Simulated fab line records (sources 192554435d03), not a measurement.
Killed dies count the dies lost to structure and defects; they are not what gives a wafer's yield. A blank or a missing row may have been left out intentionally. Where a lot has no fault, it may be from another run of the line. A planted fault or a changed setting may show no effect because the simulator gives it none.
Split-lot experiment || flow n5Finfet || 7 lots, 21 wafers read, on a route of 1938 steps

## ON THE SPLIT
At N5_BEOL_M8_DESCUM_33 (chemistry O2, time 7 s), the setting timeS was moved away from the recipe's 7 s on 8 of the 21 wafers read, by -17.6% to +21.3%. The other wafers ran this setting at the recipe's value.

No step appears in the file between the split and the reading.

## THE READING
CAR-EUV_of_BEOL_M8_COAT_22.thkNm (the simulator's own value, which no gauge read), in nm, at N5_BEOL_M8_ETCH_72 (etches underlayer in N2/H2, target depth 6.5 nm, time 5.2 s). No usual value for it is given in the file. Across the 13 wafers here that went through the recipe, the average is 20.4 nm and the standard deviation 0.12 nm.

{"wafer": "L079.1", "tool, chamber at the split": "rieDiel-05, 3", "timeS as run, s": 7.401, "against the recipe": "+5.7%", "CAR-EUV_of_BEOL_M8_COAT_22.thkNm, nm": 20.2, "against lot-mates on the recipe": -0.2}
{"wafer": "L079.5", "tool, chamber at the split": "rieDiel-05, 1", "timeS as run, s": 7.401, "against the recipe": "+5.7%", "CAR-EUV_of_BEOL_M8_COAT_22.thkNm, nm": 20.2, "against lot-mates on the recipe": -0.2}
{"wafer": "L079.2", "tool, chamber at the split": "rieDiel-05, 1", "timeS as run, s": 7, "against the recipe": "recipe", "CAR-EUV_of_BEOL_M8_COAT_22.thkNm, nm": 20.4, "against lot-mates on the recipe": "-"}
{"wafer": "L088.2", "tool, chamber at the split": "rieDiel-02, 0", "timeS as run, s": 7.782, "against the recipe": "+11.2%", "CAR-EUV_of_BEOL_M8_COAT_22.thkNm, nm": 20, "against lot-mates on the recipe": -0.2}
{"wafer": "L088.4", "tool, chamber at the split": "rieDiel-02, 2", "timeS as run, s": 7.782, "against the recipe": "+11.2%", "CAR-EUV_of_BEOL_M8_COAT_22.thkNm, nm": 20, "against lot-mates on the recipe": -0.2}
{"wafer": "L088.6", "tool, chamber at the split": "rieDiel-02, 1", "timeS as run, s": 7, "against the recipe": "recipe", "CAR-EUV_of_BEOL_M8_COAT_22.thkNm, nm": 20.2, "against lot-mates on the recipe": "-"}
{"wafer": "L094.1", "tool, chamber at the split": "rieDiel-05, 0,1", "timeS as run, s": 5.771, "against the recipe": "-17.6%", "CAR-EUV_of_BEOL_M8_COAT_22.thkNm, nm": 21, "against lot-mates on the recipe": "+0.6"}
{"wafer": "L094.4", "tool, chamber at the split": "rieDiel-05, 1", "timeS as run, s": 7, "against the recipe": "recipe", "CAR-EUV_of_BEOL_M8_COAT_22.thkNm, nm": 20.4, "against lot-mates on the recipe": "-"}
{"wafer": "L094.6", "tool, chamber at the split": "rieDiel-05, 0,1", "timeS as run, s": 5.771, "against the recipe": "-17.6%", "CAR-EUV_of_BEOL_M8_COAT_22.thkNm, nm": 21.2, "against lot-mates on the recipe": "+0.8"}
{"wafer": "L090.1", "tool, chamber at the split": "rieDiel-05, 1,0", "timeS as run, s": 7, "against the recipe": "recipe", "CAR-EUV_of_BEOL_M8_COAT_22.thkNm, nm": 20.6, "against lot-mates on the recipe": "-"}
{"wafer": "L090.3", "tool, chamber at the split": "rieDiel-05, 3", "timeS as run, s": 8.491, "against the recipe": "+21.3%", "CAR-EUV_of_BEOL_M8_COAT_22.thkNm, nm": 19.8, "against lot-mates on the recipe": -0.7}
{"wafer": "L090.5", "tool, chamber at the split": "rieDiel-05, 1,0", "timeS as run, s": 7, "against the recipe": "recipe", "CAR-EUV_of_BEOL_M8_COAT_22.thkNm, nm": 20.4, "against lot-mates on the recipe": "-"}
{"wafer": "L096.1", "tool, chamber at the split": "rieDiel-02, 0", "timeS as run, s": 6.261, "against the recipe": "-10.6%", "CAR-EUV_of_BEOL_M8_COAT_22.thkNm, nm": 20.8, "against lot-mates on the recipe": "+0.4"}
{"wafer": "L096.3", "tool, chamber at the split": "rieDiel-02, 2", "timeS as run, s": 7, "against the recipe": "recipe", "CAR-EUV_of_BEOL_M8_COAT_22.thkNm, nm": 20.4, "against lot-mates on the recipe": "-"}
{"wafer": "L096.6", "tool, chamber at the split": "rieDiel-02, 2", "timeS as run, s": 7, "against the recipe": "recipe", "CAR-EUV_of_BEOL_M8_COAT_22.thkNm, nm": 20.4, "against lot-mates on the recipe": "-"}
{"wafer": "L092.1", "tool, chamber at the split": "rieDiel-06, 1,0,2", "timeS as run, s": 7, "against the recipe": "recipe", "CAR-EUV_of_BEOL_M8_COAT_22.thkNm, nm": 20.6, "against lot-mates on the recipe": "-"}
{"wafer": "L092.2", "tool, chamber at the split": "rieDiel-06, 1,0,2", "timeS as run, s": 7, "against the recipe": "recipe", "CAR-EUV_of_BEOL_M8_COAT_22.thkNm, nm": 20.6, "against lot-mates on the recipe": "-"}
{"wafer": "L092.3", "tool, chamber at the split": "rieDiel-06, 1,0,2", "timeS as run, s": 7, "against the recipe": "recipe", "CAR-EUV_of_BEOL_M8_COAT_22.thkNm, nm": 20.6, "against lot-mates on the recipe": "-"}
{"wafer": "L095.1", "tool, chamber at the split": "rieDiel-02, 1,3,2", "timeS as run, s": 7, "against the recipe": "recipe", "CAR-EUV_of_BEOL_M8_COAT_22.thkNm, nm": 20.4, "against lot-mates on the recipe": "-"}
{"wafer": "L095.2", "tool, chamber at the split": "rieDiel-02, 1,3,2", "timeS as run, s": 7, "against the recipe": "recipe", "CAR-EUV_of_BEOL_M8_COAT_22.thkNm, nm": 20.4, "against lot-mates on the recipe": "-"}
{"wafer": "L095.6", "tool, chamber at the split": "rieDiel-02, 1,3,2", "timeS as run, s": 7, "against the recipe": "recipe", "CAR-EUV_of_BEOL_M8_COAT_22.thkNm, nm": 20.4, "against lot-mates on the recipe": "-"}
When a row names more than one chamber, that row covers several wafers, and the file does not tell which wafer ran in which chamber.

THE FIT
A straight line over all 21 wafers: CAR-EUV_of_BEOL_M8_COAT_22.thkNm changes by -0.0356 nm for each +1% of timeS; r = -0.95; the points scatter about the line by 0.11 nm.
The same after taking each lot's own level away (the mean of its wafers on the recipe; 21 wafers): -0.0339 nm for each +1%; r = -0.97; scatter 0.076 nm.
That fit puts the effect of the largest move of timeS on the reading at 0.72 nm.
The span of the lots' own levels, 20.20 to 20.60 nm, comes to 3.5 times the standard deviation stated above.
So the lot-to-lot level changes the slope little: the two slopes agree.
Check: for one of the wafers moved furthest among these (+21.3%), held out of the fit, the line's prediction against its lot-mates is -0.689 nm. It came out at -0.7 nm against them.

## OTHER SPLITS ON THESE WAFERS
These wafers also went through other splits before the reading. Each is held against what the fit with the lots' levels taken away leaves over:
{"other split on the same wafers": "N5_BEOL_M4_DESCUM_33 timeS", "wafers away from the commonest value": 6, "r with CAR-EUV_of_BEOL_M8_COAT_22.thkNm (lot level and that fit taken away)": -0.28}
{"other split on the same wafers": "N5_BEOL_M4_TRENCH_ETCH_37 sourceW", "wafers away from the commonest value": 7, "r with CAR-EUV_of_BEOL_M8_COAT_22.thkNm (lot level and that fit taken away)": -0.24}
{"other split on the same wafers": "N5_BEOL_M4_SPUTTER_79 timeS", "wafers away from the commonest value": 8, "r with CAR-EUV_of_BEOL_M8_COAT_22.thkNm (lot level and that fit taken away)": -0.09}
{"other split on the same wafers": "N5_BEOL_M7_DESCUM_33 timeS", "wafers away from the commonest value": 8, "r with CAR-EUV_of_BEOL_M8_COAT_22.thkNm (lot level and that fit taken away)": "+0.17"}
{"other split on the same wafers": "N5_BEOL_M7_VIA_ETCH_34 sourceW", "wafers away from the commonest value": 6, "r with CAR-EUV_of_BEOL_M8_COAT_22.thkNm (lot level and that fit taken away)": -0.07}

## THE WHOLE CHAIN: every reading that the file lists as answering this split, in the file's order
{"step": "N5_BEOL_M8_DESCUM_33", "what it does": "chemistry O2, time 7 s", "reading": "CAR-EUV_of_BEOL_M8_COAT_22.thkNm (the simulator's own value, which no gauge read)", "change (the file's fit)": "-0.0319 nm for each +1% of the setting", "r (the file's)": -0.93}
{"step": "N5_BEOL_M8_ETCH_72", "what it does": "etches underlayer in N2/H2, target depth 6.5 nm, time 5.2 s", "reading": "CAR-EUV_of_BEOL_M8_COAT_22.thkNm (the simulator's own value, which no gauge read)", "change (the file's fit)": "-0.0338 nm for each +1% of the setting", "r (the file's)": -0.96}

## THE FILE'S OWN FIT
CAR-EUV_of_BEOL_M8_COAT_22.thkNm changes by -0.0338 nm for each +1% of timeS, r = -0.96.
